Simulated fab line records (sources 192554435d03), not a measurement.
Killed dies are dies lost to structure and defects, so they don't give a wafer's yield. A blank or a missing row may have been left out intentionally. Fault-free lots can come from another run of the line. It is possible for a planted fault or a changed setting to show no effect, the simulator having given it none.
Matching of chambers | flow n5-finfet | 3 sister chambers for N5_FIN_SAQP_PECVD_06 on pecvd-04
The step deposits a-Si from SiH4/He, target thk 60 nm, time 48.1 s. 6 wafers are shown with their chamber, then 11 later ones without.

## WAFERS WITH THEIR CHAMBER
wafer  | chamber | throttle-valve-pct (%) | heater-power-w (W)
L082.3 | 2       | 16.5                   | 894
L083.6 | 0       | 17.3                   | 773
L084.1 | 0       | 17.6                   | 749
L084.3 | 2       | 16.7                   | 1007
L084.6 | 1       | 17.3                   | 897
L085.2 | 1       | 16.9                   | 916

## WAFERS WHOSE CHAMBER IS MISSING
wafer  | throttle-valve-pct (%) | heater-power-w (W)
L085.5 | 16.9                   | 1011
L085.6 | 17.5                   | 739
L091.3 | 16.7                   | 889
L091.4 | 17.2                   | 950
L091.6 | 17.5                   | 780
L094.1 | 17.7                   | 761
L094.2 | 16.9                   | 928
L094.3 | 16.8                   | 1043
L096.1 | 17.0                   | 998
L096.3 | 16.7                   | 972
L096.4 | 17.6                   | 663

## EACH ONE'S CHAMBER
wafer  | from the rows above     | in truth
L085.5 | can't be placed: 2 or 1 | 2
L085.6 | 0                       | 0
L091.3 | can't be placed: 2 or 1 | 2
L091.4 | can't be placed: 1 or 2 | 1
L091.6 | 0                       | 0
L094.1 | 0                       | 0
L094.2 | can't be placed: 1 or 2 | 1
L094.3 | can't be placed: 2 or 1 | 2
L096.1 | can't be placed: 1 or 2 | 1
L096.3 | can't be placed: 2 or 1 | 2
L096.4 | 0                       | 0
Correctly placed: 4 of 11. Can't be placed from these rows: 7 (the true chamber is among the candidates in 7). Placed wrongly: 0.
How it was worked out, from the rows above alone: a wafer's distance from a chamber is the root of the sum, over the readings, of the square of ((its reading less the chamber's mean) divided by the reading's scatter). The wafer belongs to the nearest chamber; if the next one is less than 2 further off, it can't be placed. Each chamber's mean is taken over the wafers shown for it. The scatter: take each reading less its chamber's mean, square it, sum over the shown wafers, divide by the number of wafers less the number of chambers, and take the root.
